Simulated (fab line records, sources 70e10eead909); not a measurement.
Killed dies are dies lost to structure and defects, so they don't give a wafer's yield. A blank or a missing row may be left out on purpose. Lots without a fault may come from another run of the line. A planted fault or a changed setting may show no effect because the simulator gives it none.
fab line records | flow nand_harc
record lots=22 wafers=66 last_day=34
route steps=1302 shown A_STAIRCASE@881 A_SGD_CUT@901 A_SLIT@937
lots that met no fault: from a run of the same line without faults
start_h: hours from the record's first day to the start of the lot's first wafer shown | wait_h: hours since the lot's step before | " the same as in the row above | L1.1+2: a row that stands for several wafers | - no value, or no start given | * or withheld: withheld | < > ~ a bound
route shown NAME@n: a module of which the file shows steps, and the number in the route of the first | usual: mean/standard deviation of fault-free wafers | same: alike in all rows | chamber/n: place in a boat | sites: the reading at each site | _std_site: their standard deviation | _edge_site: outer sites' mean less inner sites' | radius_mm: how far each site lies from the wafer's centre | mask NAME#n: copy n | behind: the tool/chamber that last shaped the wafer | hold: why the lot was held/for how many hours/how that ended | device: the transistor (n, p or np) that didn't switch | end of line: the same wafers' tests at the end of the route | a step without rows: its recipe alone | killed: dies lost to structure and defects at the first sort, not the wafer's yield | map: a wafer's dies, x killed, . not, _ none there
set.NAME: the setting as run; set.NAME@STEP: as run at that earlier step | model.NAME: the simulator's own value behind a step, which no gauge read
steps of the route over a sample of lots; a table a step, a row a wafer
services: from which hour (start_h, from the record's first day; less than 0 if before it) a tool's chamber was out of use, for how many hours, and why
## steps
# step NHARC_A_STAIRCASE_ETCHBACK_422
# recipe target_depth_a=400 over_etch_frac=0.3 time_s=74.286 ion_energy_ev=120 ch3f_flow_sccm=50 o2_flow_sccm=30 ar_flow_sccm=200 rf_w=500 bias_w=100 chemistry=CH3F/O2
# usual drypump_motor_current_A=5.7/0.36 oes_product_au=0.96/0.037 rf_vpp_V=244.5/1.7 showerhead_plenum_p_Torr=2.46/0.11 throttle_valve_pct=20.664/0.0083
# columns lot.wafer tool chamber start_h wait_h drypump_motor_current_A oes_product_au rf_hours_counter_h rf_vpp_V showerhead_plenum_p_Torr throttle_valve_pct
L075.3 rie_diel-08 0 446.97 0.2 5.4 0.95 13 244.4 2.49 20.669
L075.2 " 1 " " 5.6 0.94 17 245.5 2.54 20.664
L075.5 " 3 " " 5.9 0.92 - 245.1 2.42 20.657
L076.2 rie_diel-01 3 454.83 0.2 5.7 0.96 23 244.3 2.37 20.667
L076.1 " 0 " " 5.4 0.98 25 245.4 2.65 20.652
L076.5 " 3 " " 5.7 0.96 - 243.6 2.37 20.665
L074.3 rie_diel-01 3 455.08 0.2 5.7 0.91 23 242.7 2.37 20.657
L074.5 " 0 " " 5.4 0.93 - 246.2 2.65 20.664
L074.4 " 2 " " 6.2 0.93 - 243.8 2.29 20.661
L078.1 rie_diel-08 1 457.73 0.2 5.6 0.92 23 247.8 2.54 20.675
L078.2 " 2 " " 5.6 0.92 23 244.1 2.41 20.651
L078.4 " 3 " " 5.8 0.94 23 243.5 2.42 20.664
L080.2 rie_diel-11 1 471.89 0.1 5.1 0.99 9 244.1 2.43 20.677
L080.4 " 3 " " 5.2 1.00 13 246.7 2.58 20.648
L080.1 " 0 " " 6.7 1.01 11 245.1 2.47 20.666
L079.2 rie_diel-01 3 483.11 0.2 5.7 0.92 29 241.4 2.37 20.659
L079.5 " 0 " " 5.5 0.95 - 246.0 2.65 20.660
L079.6 " 1 " " 5.9 0.94 - 246.2 2.48 20.653
L084.3 rie_diel-01 3 522.99 0.2 5.7 0.91 41 244.1 2.36 20.669
L084.1 " 1 " " 5.9 0.93 47 244.4 2.47 20.668
L084.5 " 2 " " 6.2 0.94 - 242.1 2.28 20.668
L082.1 rie_diel-01 3 523.23 0.2 5.7 0.92 41 243.3 2.36 20.668
L082.5 " 2 " " 6.2 0.94 - 242.3 2.28 20.661
L082.6 " 3 " " 5.7 0.91 - 243.2 2.36 20.664
L083.3 rie_diel-01 1 527.86 0.1 5.9 0.93 49 244.5 2.47 20.660
L083.1 " 3 " " 5.7 0.92 43 244.0 2.36 20.675
L083.4 " 0 " " 5.4 0.94 47 245.9 2.64 20.671
L081.4 rie_diel-01 1 528.18 0.1 5.9 0.93 49 243.8 2.47 20.659
L081.1 " 2 " " 6.2 0.94 43 242.5 2.28 20.652
L081.2 " 3 " " 5.7 0.91 43 244.5 2.36 20.661
L086.1 rie_diel-08 2 543.26 0.2 5.6 0.99 59 244.0 2.39 20.678
L086.6 " 3 " " 5.8 1.01 - 244.5 2.41 20.657
L086.5 " 0 " " 5.3 1.00 - 245.3 2.48 20.660
L085.4 rie_diel-08 2 543.32 0.1 5.6 0.92 59 243.0 2.39 20.659
L085.3 " 0 " " 5.3 0.92 54 244.3 2.48 20.648
L085.5 " 3 " " 5.8 0.93 - 243.5 2.41 20.651
L088.4 rie_diel-08 2 566.39 0.1 5.6 1.00 3 242.7 2.39 20.656
L088.1 " 0 " " 5.4 1.01 2 244.8 2.48 20.655
L088.6 " 3 " " 5.8 1.01 - 243.0 2.40 20.661
L089.3 rie_diel-01 2 573.35 0.1 6.2 1.02 2 246.5 2.66 20.659
L089.2 " 0 " " 5.4 1.00 4 248.3 2.64 20.675
L089.6 " 3 " " 5.7 1.00 - 243.4 2.36 20.655
L087.1 rie_diel-08 1 573.56 0.2 5.6 1.00 7 245.4 2.52 20.674
L087.4 " 2 " " 5.6 1.01 5 243.4 2.39 20.662
L087.6 " 0 " " 5.4 1.01 - 244.7 2.47 20.668
L091.2 rie_diel-01 0 593.66 0.1 5.4 0.95 11 246.5 2.63 20.651
L091.1 " 1 " " 5.9 0.97 9 244.6 2.47 20.670
L091.3 " 2 " " 6.2 0.97 8 247.7 2.66 20.659
L090.3 rie_diel-11 0 593.78 0.2 6.7 0.93 49 244.0 2.46 20.669
L090.1 " 2 " " 5.4 0.93 46 245.3 2.51 20.661
L090.6 " 3 " " 5.3 0.93 - 245.4 2.57 20.653
L094.1 rie_diel-01 3 616.17 0.3 5.7 0.92 17 242.7 2.35 20.680
L094.3 " 0 " " 5.5 0.91 17 246.3 2.63 20.658
L094.4 " 1 " " 5.9 0.92 15 245.3 2.46 20.661
L093.4 rie_diel-08 1 616.24 0.3 5.6 0.92 23 244.9 2.52 20.676
L093.2 " 2 " " 5.6 0.94 23 243.5 2.38 20.679
L093.5 " 1 " " 5.6 0.92 - 247.4 2.52 20.655
L096.1 rie_diel-11 3 650.53 0.2 5.3 0.98 7 245.4 2.56 20.651
L096.3 " 0 " " 6.6 0.99 7 244.1 2.45 20.664
L096.6 " 3 " " 5.3 0.99 - 244.7 2.56 20.668
L097.2 rie_diel-08 3 650.68 0.1 5.8 1.00 33 243.3 2.39 20.661
L097.1 " 1 " " 5.6 1.00 34 244.1 2.51 20.647
L097.5 " 0 " " 5.4 1.01 - 243.5 2.46 20.659
L095.4 rie_diel-01 2 671.51 0.2 6.2 1.02 32 247.6 2.65 20.662
L095.3 " 3 " " 5.7 0.99 34 241.7 2.35 20.667
L095.6 " 0 " " 5.4 0.98 - 247.3 2.62 20.661
# step NHARC_A_STAIRCASE_INSPECT_155
# usual raw_defect_count=427/130
# columns lot.wafer tool chamber start_h wait_h raw_defect_count
L075.2 defect_inspect-02 - 448.20 0.1 398
L075.3 " - " " 282
L075.5 " - " " 289
L076.1 defect_inspect-01 - 456.10 0.1 315
L076.2 " - " " 462
L076.5 " - " " 333
L074.3 defect_inspect-02 - 456.37 0.1 580
L074.4 " - " " 514
L074.5 " - " " 349
L078.1 defect_inspect-01 - 459.27 0.1 519
L078.2 " - " " 774
L078.4 " - " " 549
L080.1 defect_inspect-02 - 473.14 0.1 425
L080.2 " - " " 418
L080.4 " - " " 353
L079.2 defect_inspect-02 - 484.33 0.1 401
L079.5 " - " " 510
L079.6 " - " " 739
L084.1 defect_inspect-01 - 524.24 0.1 502
L084.3 " - " " 565
L084.5 " - " " 598
L082.1 defect_inspect-02 - 524.47 0.1 267
L082.5 " - " " 266
L082.6 " - " " 212
L083.1 defect_inspect-01 - 529.18 0.1 347
L083.3 " - " " 576
L083.4 " - " " 603
L081.1 defect_inspect-02 - 529.52 0.1 642
L081.2 " - " " 508
L081.4 " - " " 820
L086.1 defect_inspect-02 - 544.50 0.1 678
L086.5 " - " " 469
L086.6 " - " " 454
L085.3 defect_inspect-01 - 544.65 0.1 362
L085.4 " - " " 382
L085.5 " - " " 552
L088.1 defect_inspect-02 - 567.65 0.1 432
L088.4 " - " " 664
L088.6 " - " " 565
L089.2 defect_inspect-02 - 574.61 0.1 351
L089.3 " - " " 562
L089.6 " - " " 459
L087.1 defect_inspect-01 - 574.79 0.1 343
L087.4 " - " " 390
L087.6 " - " " 333
L091.1 defect_inspect-02 - 594.96 0.1 500
L091.2 " - " " 378
L091.3 " - " " 450
L090.1 defect_inspect-01 - 595.04 0.1 420
L090.3 " - " " 523
L090.6 " - " " 428
L093.2 defect_inspect-02 - 617.65 0.1 621
L093.4 " - " " 378
L093.5 " - " " 454
L094.1 defect_inspect-01 - 617.73 0.1 477
L094.3 " - " " 498
L094.4 " - " " 429
L096.1 defect_inspect-02 - 651.77 0.1 410
L096.3 " - " " 368
L096.6 " - " " 437
L097.1 defect_inspect-02 - 651.94 0.1 262
L097.2 " - " " 578
L097.5 " - " " 305
L095.3 defect_inspect-01 - 672.74 0.1 395
L095.4 " - " " 242
L095.6 " - " " 262
# step NHARC_A_SGD_CUT_CD_MEAS_09
# recipe target_cd_nm=100 landing_energy_ev=500
# usual cd_nm=100.0/0.48
# columns lot.wafer tool chamber start_h wait_h cd_nm
L075.2 cd_sem-01 0 448.96 - 99.9
L075.3 " 0 " " 99.8
L075.5 " 0 " " 100.9
L076.1 cd_sem-01 0 457.04 - 99.7
L076.2 " 0 " " 99.8
L076.5 " 0 " " 99.0
L074.3 cd_sem-03 0 457.20 - 100.4
L074.4 " 0 " " 99.9
L074.5 " 0 " " 99.9
L078.1 cd_sem-01 0 460.06 - 100.3
L078.2 " 0 " " 99.9
L078.4 " 0 " " 99.7
L080.1 cd_sem-03 0 473.80 - 100.5
L080.2 " 0 " " 100.5
L080.4 " 0 " " 100.7
L079.2 cd_sem-02 0 485.12 - 100.1
L079.5 " 0 " " 100.1
L079.6 " 0 " " 99.5
L084.1 cd_sem-01 0 525.03 - 99.6
L084.3 " 0 " " 99.1
L084.5 " 0 " " 100.0
L082.1 cd_sem-01 0 525.26 - 100.5
L082.5 " 0 " " 99.9
L082.6 " 0 " " 100.2
L083.1 cd_sem-02 0 529.85 - 99.8
L083.3 " 0 " " 99.8
L083.4 " 0 " " 100.0
L081.1 cd_sem-03 0 530.31 - 98.8
L081.2 " 0 " " 99.7
L081.4 " 0 " " 99.4
L086.1 cd_sem-01 0 545.29 - 100.4
L086.5 " 0 " " 100.3
L086.6 " 0 " " 100.3
L085.3 cd_sem-03 0 545.53 - 99.1
L085.4 " 0 " " 100.2
L085.5 " 0 " " 99.7
L088.1 cd_sem-01 0 568.31 - 100.5
L088.4 " 0 " " 100.0
L088.6 " 0 " " 100.4
L089.2 cd_sem-03 0 575.28 - 100.2
L089.3 " 0 " " 99.7
L089.6 " 0 " " 100.9
L087.1 cd_sem-01 0 575.58 - 100.6
L087.4 " 0 " " 99.9
L087.6 " 0 " " 100.0
L091.1 cd_sem-02 0 595.75 - 99.9
L091.2 " 0 " " 100.6
L091.3 " 0 " " 99.2
L090.1 cd_sem-02 0 595.90 - 100.6
L090.3 " 0 " " 100.7
L090.6 " 0 " " 100.3
L093.2 cd_sem-03 0 618.45 - 100.2
L093.4 " 0 " " 100.4
L093.5 " 0 " " 100.4
L094.1 cd_sem-02 0 618.60 - 99.4
L094.3 " 0 " " 99.3
L094.4 " 0 " " 99.7
L096.1 cd_sem-02 0 652.56 - 100.0
L096.3 " 0 " " 100.1
L096.6 " 0 " " 100.0
L097.1 cd_sem-02 0 652.72 - 99.7
L097.2 " 0 " " 99.4
L097.5 " 0 " " 100.4
L095.3 cd_sem-02 0 673.54 - 100.5
L095.4 " 0 " " 100.4
L095.6 " 0 " " 100.5
# step NHARC_A_SGD_CUT_ETCH_58
# recipe target_depth_a=390 over_etch_frac=0.3 time_s=65 ion_energy_ev=80 cf4_flow_sccm=150 ar_flow_sccm=0 rf_w=300 bias_w=100 chemistry=CF4
# usual cf4_flow_sccm=150.0/0.43 drypump_motor_current_A=5.7/0.33 oes_product_au=1.001/0.012 rf_vpp_V=151.4/1.2 showerhead_plenum_p_Torr=1.78/0.068 throttle_valve_pct=13.285/0.0078
# columns lot.wafer tool chamber start_h wait_h cf4_flow_sccm drypump_motor_current_A oes_product_au rf_hours_counter_h rf_vpp_V showerhead_plenum_p_Torr throttle_valve_pct
L075.3 rie_diel-06 1 449.22 0.1 150.2 5.1 1.024 6 152.4 1.89 13.288
L075.2 " 2 " " 149.7 5.2 1.005 5 152.1 1.90 13.287
L075.5 " 2 " " 150.4 5.2 1.006 - 152.8 1.90 13.282
L076.2 rie_diel-10 0 457.31 0.1 149.9 5.5 0.998 2 150.7 1.72 13.275
L076.1 " 3 " " 150.5 6.1 1.016 1 151.5 1.82 13.300
L076.5 " 1 " " 149.6 5.6 1.019 - 152.9 1.80 13.285
L074.3 rie_diel-06 1 457.48 0.1 150.6 5.1 1.020 6 154.8 1.89 13.281
L074.4 " 2 " " 150.0 5.2 1.009 6 152.9 1.90 13.296
L074.5 " 3 " " 149.9 5.8 1.005 - 148.9 1.66 13.280
L078.4 rie_diel-06 2 460.33 0.1 149.9 5.2 1.005 7 152.1 1.90 13.270
L078.2 " 3 " " 149.6 5.8 0.994 7 150.3 1.66 13.279
L078.1 " 0 " " 150.0 5.8 0.989 7 149.7 1.80 13.276
L080.2 rie_diel-10 0 474.08 0.1 150.3 5.6 0.981 5 150.7 1.72 13.288
L080.1 " 1 " " 150.1 5.6 1.018 5 150.8 1.80 13.268
L080.4 " 2 " " 150.0 5.6 0.995 5 150.6 1.78 13.272
L079.2 rie_diel-03 0 485.40 0.1 150.3 5.9 1.013 0 152.1 1.77 13.294
L079.6 " 1 " " 150.8 6.2 1.017 - 151.0 1.72 13.282
L079.5 " 2 " " 150.2 6.0 1.008 - 152.6 1.81 13.283
L084.1 rie_diel-06 1 525.31 0.1 150.0 5.1 1.015 1 153.4 1.88 13.295
L084.3 " 2 " " 149.4 5.2 1.004 1 151.8 1.90 13.271
L084.5 " 3 " " 150.3 5.8 1.007 - 149.1 1.66 13.282
L082.1 rie_diel-10 0 525.54 0.1 150.4 5.5 0.971 9 150.1 1.72 13.283
L082.6 " 3 " " 149.3 6.2 0.992 - 150.7 1.82 13.285
L082.5 " 0 " " 149.9 5.5 0.987 - 149.3 1.72 13.279
L083.1 rie_diel-06 1 530.14 0.1 150.3 5.1 1.014 1 153.1 1.88 13.281
L083.3 " 2 " " 150.2 5.2 1.001 1 152.3 1.90 13.272
L083.4 " 1 " " 149.7 5.1 1.020 - 152.7 1.88 13.283
L081.1 rie_diel-03 1 530.61 0.1 149.3 6.2 1.011 3 152.0 1.72 13.281
L081.2 " 2 " " 150.0 6.1 1.003 3 152.0 1.81 13.292
L081.4 " 2 " " 149.8 6.0 1.005 - 151.1 1.81 13.287
L086.1 rie_diel-10 3 545.56 0.1 149.8 6.2 0.989 10 152.3 1.82 13.291
L086.5 " 3 " " 150.0 6.2 0.988 - 151.3 1.82 13.287
L086.6 " 0 " " 149.5 5.5 0.986 - 150.6 1.72 13.295
L085.4 rie_diel-06 0 545.79 0.1 150.4 5.8 0.991 2 152.1 1.80 13.268
L085.3 " 1 " " 150.0 5.1 1.007 2 153.6 1.88 13.279
L085.5 " 0 " " 150.2 5.8 0.978 - 151.4 1.80 13.287
L088.1 rie_diel-10 0 568.60 0.1 149.6 5.5 0.982 14 150.6 1.72 13.270
L088.6 " 1 " " 150.4 5.6 1.015 - 151.7 1.80 13.279
L088.4 " 3 " " 151.0 6.2 0.998 - 152.7 1.82 13.291
L089.3 rie_diel-06 1 575.55 0.1 150.5 5.1 1.007 4 153.8 1.88 13.277
L089.2 " 3 " " 150.2 5.8 1.001 3 148.8 1.66 13.285
L089.6 " 1 " " 150.6 5.1 1.011 - 151.3 1.88 13.285
L087.1 rie_diel-03 2 575.87 0.1 150.2 6.0 1.012 6 151.1 1.81 13.277
L087.4 " 0 " " 149.8 5.9 1.001 - 150.9 1.77 13.287
L087.6 " 3 " " 150.4 5.4 0.993 - 151.0 1.70 13.298
L091.3 rie_diel-03 1 596.03 0.1 150.2 6.2 0.999 7 151.0 1.72 13.283
L091.2 " 2 " " 150.7 6.0 1.002 7 153.8 1.81 13.288
L091.1 " 3 " " 149.6 5.4 0.995 7 150.3 1.70 13.286
L090.1 rie_diel-10 0 596.19 0.1 150.1 5.6 0.983 16 150.4 1.72 13.296
L090.3 " 1 " " 150.0 5.6 1.006 16 152.1 1.80 13.283
L090.6 " 2 " " 150.4 5.6 0.992 - 151.1 1.78 13.279
L093.2 rie_diel-03 0 618.72 0.1 150.4 5.9 1.000 10 151.4 1.77 13.282
L093.4 " 1 " " 149.1 6.2 0.998 8 151.0 1.72 13.289
L093.5 " 1 " " 149.8 6.2 1.006 - 151.1 1.72 13.289
L094.3 rie_diel-10 2 618.87 0.1 149.3 5.6 0.991 1 150.7 1.78 13.288
L094.4 " 0 " " 149.9 5.6 1.000 1 150.4 1.72 13.286
L094.1 " 1 " " 149.6 5.6 0.999 1 151.5 1.80 13.292
L096.3 rie_diel-03 1 652.84 0.1 149.7 6.2 1.004 0 150.5 1.72 13.273
L096.1 " 3 " " 149.9 5.4 0.984 0 149.7 1.70 13.298
L096.6 " 0 " " 150.7 5.9 0.996 - 150.3 1.77 13.283
L097.2 rie_diel-10 1 652.99 0.1 150.6 5.6 0.995 4 151.6 1.79 13.282
L097.1 " 0 " " 150.1 5.6 0.985 4 152.0 1.71 13.292
L097.5 " 2 " " 149.9 5.6 1.006 - 151.7 1.78 13.285
L095.3 rie_diel-10 0 673.80 0.1 149.5 5.6 0.995 5 149.6 1.71 13.287
L095.4 " 2 " " 149.5 5.6 1.015 5 152.2 1.78 13.284
L095.6 " 0 " " 150.2 5.6 0.981 - 150.3 1.71 13.277
# step NHARC_A_SLIT_ETCH_24
# recipe target_depth_a=1210 time_s=60.5 cf4_flow_sccm=100 chf3_flow_sccm=30 ar_flow_sccm=0 rf_w=500 bias_w=200 chemistry=CF4/CHF3
# usual cf4_flow_sccm=99.98/0.29 chf3_flow_sccm=30.01/0.084 drypump_motor_current_A=5.7/0.52 oes_product_au=0.966/0.016 rf_vpp_V=371.4/2.1 showerhead_plenum_p_Torr=1.60/0.061 throttle_valve_pct=16.802/0.009
# columns lot.wafer tool chamber start_h wait_h cf4_flow_sccm chf3_flow_sccm drypump_motor_current_A oes_product_au rf_hours_counter_h rf_vpp_V showerhead_plenum_p_Torr throttle_valve_pct
L075.3 rie_diel-05 1 464.76 0.1 100.06 30.09 5.3 0.927 2.0 374.3 1.65 16.792
L075.2 " 0 " " 99.70 30.10 5.8 0.922 2.0 372.3 1.61 16.793
L075.5 " 2 " " 99.99 30.21 5.5 0.912 - 373.8 1.66 16.798
L074.3 rie_diel-12 2 468.92 0.1 99.83 29.99 5.4 0.971 0.7 368.4 1.50 16.796
L074.4 " 3 " " 100.32 30.05 5.7 0.981 - 373.4 1.66 16.800
L074.5 " 2 " " 100.34 29.98 5.4 0.978 - 367.8 1.50 16.806
L076.2 rie_diel-07 3 469.04 0.1 100.12 29.99 6.5 0.963 6.6 369.2 1.54 16.794
L076.1 " 2 " " 99.89 30.10 6.2 0.984 6.5 370.7 1.56 16.794
L076.5 " 3 " " 100.10 30.11 6.6 0.978 - 369.7 1.54 16.806
L078.4 rie_diel-05 1 474.54 0.1 99.78 29.91 5.3 0.992 2.7 374.3 1.65 16.817
L078.1 " 2 " " 99.73 30.00 5.5 0.958 2.6 373.7 1.66 16.796
L078.2 " 0 " " 99.70 29.89 5.8 0.983 3.1 370.8 1.61 16.804
L080.2 rie_diel-12 3 485.84 0.1 99.43 29.89 5.7 0.974 3.0 373.0 1.66 16.800
L080.4 " 1 " " 99.81 29.91 5.0 0.978 3.0 370.9 1.60 16.800
L080.1 " 2 " " 100.19 29.99 5.4 0.972 3.0 367.5 1.50 16.804
L079.2 rie_diel-12 0 498.22 0.1 100.32 30.03 6.4 0.990 0.7 373.3 1.66 16.800
L079.5 " 0 " " 100.39 29.94 6.4 0.986 - 374.8 1.66 16.817
L079.6 " 1 " " 100.59 30.07 5.0 0.957 - 371.3 1.60 16.804
L084.1 rie_diel-05 2 536.97 0.1 99.90 30.23 5.5 0.963 6.0 373.8 1.66 16.803
L084.3 " 3 " " 99.99 30.05 6.2 0.963 6.3 369.5 1.50 16.812
L084.5 " 1 " " 100.07 29.97 5.3 0.979 - 373.3 1.65 16.794
L082.1 rie_diel-12 0 537.22 0.1 100.21 30.09 6.4 0.988 3.0 373.4 1.66 16.809
L082.5 " 1 " " 99.83 29.92 5.0 0.965 - 371.9 1.60 16.796
L082.6 " 2 " " 99.63 30.04 5.4 0.967 - 367.4 1.50 16.810
L083.3 rie_diel-12 3 542.81 0.1 100.02 29.98 5.7 0.971 7.0 372.6 1.66 16.812
L083.4 " 0 " " 100.35 29.92 6.4 0.959 3.5 372.1 1.66 16.813
L083.1 " 1 " " 99.88 30.16 4.9 0.980 6.2 371.5 1.60 16.795
L081.2 rie_diel-05 2 544.02 0.1 99.81 29.98 5.5 0.981 7.1 373.2 1.66 16.804
L081.4 " 3 " " 99.28 30.04 6.1 0.960 7.3 368.9 1.50 16.801
L081.1 " 0 " " 99.79 30.06 5.8 0.962 6.6 370.1 1.61 16.792
L085.3 rie_diel-12 0 558.76 0.1 99.86 30.02 6.4 0.955 4.6 373.1 1.66 16.812
L085.5 " 3 " " 99.55 29.98 5.7 0.968 - 373.1 1.66 16.820
L085.4 " 0 " " 99.69 30.12 6.4 0.971 - 372.4 1.66 16.788
L086.1 rie_diel-05 0 559.94 0.1 100.18 30.08 5.8 0.975 7.9 371.6 1.61 16.799
L086.6 " 0 " " 99.80 29.96 5.8 0.969 - 372.6 1.61 16.799
L086.5 " 1 " " 99.99 30.06 5.3 0.961 - 373.6 1.65 16.788
L088.1 rie_diel-07 0 580.65 0.1 100.44 29.94 6.3 0.942 3.2 369.4 1.53 16.785
L088.4 " 1 " " 100.04 29.99 4.9 0.935 2.8 373.4 1.66 16.786
L088.6 " 1 " " 100.22 30.07 4.9 0.952 - 372.7 1.66 16.797
L089.3 rie_diel-12 0 588.01 0.1 99.96 29.94 6.4 0.981 5.8 374.0 1.66 16.801
L089.2 " 1 " " 99.89 29.86 4.9 0.968 8.7 371.9 1.60 16.793
L089.6 " 3 " " 99.62 29.98 5.7 0.975 - 375.1 1.66 16.797
L087.1 rie_diel-07 3 588.65 0.1 99.68 29.92 6.6 0.930 4.2 371.0 1.54 16.800
L087.4 " 0 " " 99.88 29.93 6.3 0.952 4.1 368.4 1.53 16.790
L087.6 " 2 " " 99.81 29.95 6.2 0.968 - 370.5 1.56 16.796
L091.1 rie_diel-07 2 609.10 0.1 100.00 30.06 6.2 0.997 4.5 370.6 1.56 16.798
L091.3 " 3 " " 100.21 29.86 6.7 0.971 5.4 370.3 1.54 16.804
L091.2 " 0 " " 99.91 29.89 6.3 0.970 5.4 369.9 1.53 16.803
L090.1 rie_diel-12 0 609.38 0.1 99.73 29.96 6.4 0.953 6.9 373.0 1.66 16.816
L090.3 " 2 " " 99.75 29.90 5.4 0.969 10.3 366.7 1.50 16.796
L090.6 " 3 " " 99.92 30.07 5.7 0.986 - 372.6 1.66 16.814
L094.1 rie_diel-07 2 630.22 0.1 100.07 29.87 6.3 0.983 5.8 369.8 1.56 16.805
L094.4 " 3 " " 99.89 29.96 6.5 0.939 6.6 369.6 1.54 16.781
L094.3 " 1 " " 99.87 30.06 4.9 0.934 5.3 373.1 1.66 16.794
L093.4 rie_diel-05 2 630.55 0.1 99.63 30.03 5.5 0.992 1.2 374.7 1.66 16.787
L093.2 " 0 " " 100.17 30.02 5.8 0.971 1.9 370.6 1.61 16.802
L093.5 " 3 " " 100.09 30.22 6.2 0.973 - 368.4 1.50 16.812
L097.2 rie_diel-07 2 668.79 0.1 100.06 30.00 6.3 0.975 0.6 371.0 1.56 16.811
L097.1 " 3 " " 100.05 30.03 6.6 0.957 0.4 370.9 1.54 16.803
L097.5 " 3 " " 100.58 29.98 6.6 0.954 - 369.0 1.54 16.808
L096.3 rie_diel-05 1 673.04 0.1 99.98 30.05 5.3 0.967 4.0 372.6 1.65 16.785
L096.1 " 2 " " 100.22 30.16 5.5 0.950 3.4 373.5 1.66 16.815
L096.6 " 3 " " 99.69 30.11 6.2 0.954 - 369.6 1.50 16.785
L095.3 rie_diel-05 1 686.23 0.1 100.17 29.99 5.3 0.976 5.6 371.7 1.65 16.815
L095.4 " 3 " " 99.76 29.97 6.2 0.960 5.0 368.1 1.50 16.802
L095.6 " 1 " " 100.36 30.03 5.3 0.975 - 373.1 1.65 16.811
# step NHARC_A_SLIT_ETCH_26
# recipe bias_v=400 source_w=2000 pressure_mtorr=25 time_s=90 ar_flow_sccm=375 c4f8_flow_sccm=41.7 o2_flow_sccm=83.3 target_depth_a=4000 chemistry=C4F8/O2/Ar
# usual drypump_motor_current_A=5.6/0.52 showerhead_plenum_p_Torr=3.75/0.23 throttle_valve_pct=27.621/0.0082
# columns lot.wafer tool chamber start_h wait_h drypump_motor_current_A rf_hours_counter_h showerhead_plenum_p_Torr throttle_valve_pct
L075.2 har_etch-02 1 469.61 2.5 5.6 45 3.95 27.637
L075.3 " 0 " " 5.8 - 3.95 27.608
L075.5 " 1 " " 5.5 - 3.95 27.618
L076.1 har_etch-01 0 473.86 3.0 6.3 258 3.53 27.626
L076.2 " 1 " " 5.0 258 3.45 27.630
L076.5 " 0 " " 6.3 - 3.53 27.618
L074.3 har_etch-02 0 474.03 1.9 5.8 - 3.95 27.623
L074.4 " 1 " " 5.6 - 3.95 27.629
L074.5 " 0 " " 5.7 - 3.95 27.619
L078.2 har_etch-02 1 481.92 3.0 5.6 57 3.95 27.624
L078.1 " 0 " " 5.7 57 3.95 27.621
L078.4 " 0 " " 5.8 - 3.95 27.615
L080.2 har_etch-02 0 491.67 3.0 5.7 64 3.94 27.623
L080.1 " 1 " " 5.5 64 3.94 27.625
L080.4 " 1 " " 5.5 - 3.94 27.616
L079.2 har_etch-01 1 503.01 2.4 4.9 277 3.44 27.613
L079.6 " 0 " " 6.3 - 3.52 27.608
L079.5 " 1 " " 5.0 - 3.44 27.629
L084.1 har_etch-02 1 541.79 2.4 5.5 87 3.93 27.611
L084.3 " 0 " " 5.8 - 3.93 27.613
L084.5 " 1 " " 5.6 - 3.93 27.625
L082.1 har_etch-01 0 542.04 2.5 6.4 301 3.50 27.621
L082.6 " 1 " " 4.9 - 3.43 27.624
L082.5 " 0 " " 6.3 - 3.50 27.623
L083.1 har_etch-01 1 547.62 3.0 4.9 304 3.43 27.615
L083.3 " 1 " " 4.9 - 3.43 27.618
L083.4 " 0 " " 6.4 - 3.50 27.631
L081.1 har_etch-02 1 549.68 3.0 5.5 95 3.93 27.627
L081.2 " 0 " " 5.7 95 3.92 27.624
L081.4 " 0 " " 5.7 - 3.92 27.612
L085.3 har_etch-01 1 563.83 1.9 5.0 - 3.42 27.626
L085.4 " 0 " " 6.4 - 3.50 27.615
L085.5 " 1 " " 4.9 - 3.42 27.621
L086.1 har_etch-02 0 565.32 2.4 5.7 106 3.92 27.613
L086.5 " 1 " " 5.5 - 3.92 27.619
L086.6 " 0 " " 5.7 - 3.92 27.624
L088.1 har_etch-02 0 587.79 3.0 5.7 114 3.91 27.628
L088.4 " 0 " " 5.8 - 3.91 27.610
L088.6 " 1 " " 5.5 - 3.91 27.617
L089.2 har_etch-02 0 595.83 3.1 5.8 122 3.91 27.629
L089.3 " 0 " " 5.8 - 3.91 27.623
L089.6 " 0 " " 5.8 - 3.91 27.611
L087.1 har_etch-02 0 599.62 3.0 5.7 125 3.91 27.629
L087.4 " 1 " " 5.6 - 3.91 27.615
L087.6 " 1 " " 5.6 - 3.91 27.643
L091.2 har_etch-01 0 613.93 3.1 6.3 343 3.48 27.619
L091.1 " 1 " " 4.9 327 3.98 27.633
L091.3 " 0 " " 6.3 - 3.48 27.600
L090.1 har_etch-01 1 617.80 2.5 5.0 331 3.97 27.627
L090.3 " 1 " " 4.9 - 3.97 27.620
L090.6 " 0 " " 6.4 - 3.48 27.617
L094.1 har_etch-02 1 635.07 2.5 5.6 144 3.90 27.616
L094.3 " 0 " " 5.7 - 3.90 27.613
L094.4 " 1 " " 5.6 - 3.90 27.622
L093.2 har_etch-01 1 635.37 2.4 4.9 346 3.97 27.636
L093.4 " 0 " " 6.4 - 3.47 27.618
L093.5 " 0 " " 6.3 - 3.47 27.622
L097.2 har_etch-01 0 673.58 3.0 6.3 377 3.46 27.620
L097.1 " 1 " " 5.0 361 3.96 27.623
L097.5 " 1 " " 4.9 - 3.96 27.620
L096.1 har_etch-01 0 677.81 3.0 6.4 381 3.46 27.620
L096.3 " 1 " " 4.9 - 3.95 27.625
L096.6 " 1 " " 4.9 - 3.95 27.629
L095.4 har_etch-01 0 691.13 1.9 6.4 - 3.46 27.633
L095.3 " 1 " " 5.0 - 3.95 27.618
L095.6 " 1 " " 4.9 - 3.95 27.641
## services
# columns tool chamber start_h hours kind
rie_diel-10 3 428.25 10.2 repair
rie_diel-08 0 432.64 2.7 repair
rie_diel-12 3 439.57 9.5 repair
rie_diel-12 - 446.43 9.0 pm
rie_diel-01 3 461.79 1.3 repair
rie_diel-01 3 474.99 5.7 repair
rie_diel-06 - 476.89 0.4 repair
rie_diel-08 1 481.25 4.0 repair
rie_diel-06 - 484.20 9.0 pm
rie_diel-08 - 498.61 5.7 repair
rie_diel-10 2 499.61 4.9 repair
rie_diel-10 - 538.25 0.7 repair
rie_diel-12 2 544.23 16.7 repair
rie_diel-05 1 547.89 9.6 repair
rie_diel-08 - 548.91 9.0 pm
rie_diel-10 2 555.41 28.7 repair
rie_diel-01 - 557.90 9.0 pm
rie_diel-12 0 568.12 15.6 repair
rie_diel-12 3 574.13 1.2 repair
rie_diel-05 - 583.60 9.0 pm
rie_diel-01 - 591.56 0.6 repair
rie_diel-10 - 596.53 9.0 pm
har_etch-02 - 605.51 11.4 repair
rie_diel-12 - 623.43 9.0 pm
## key
fault none
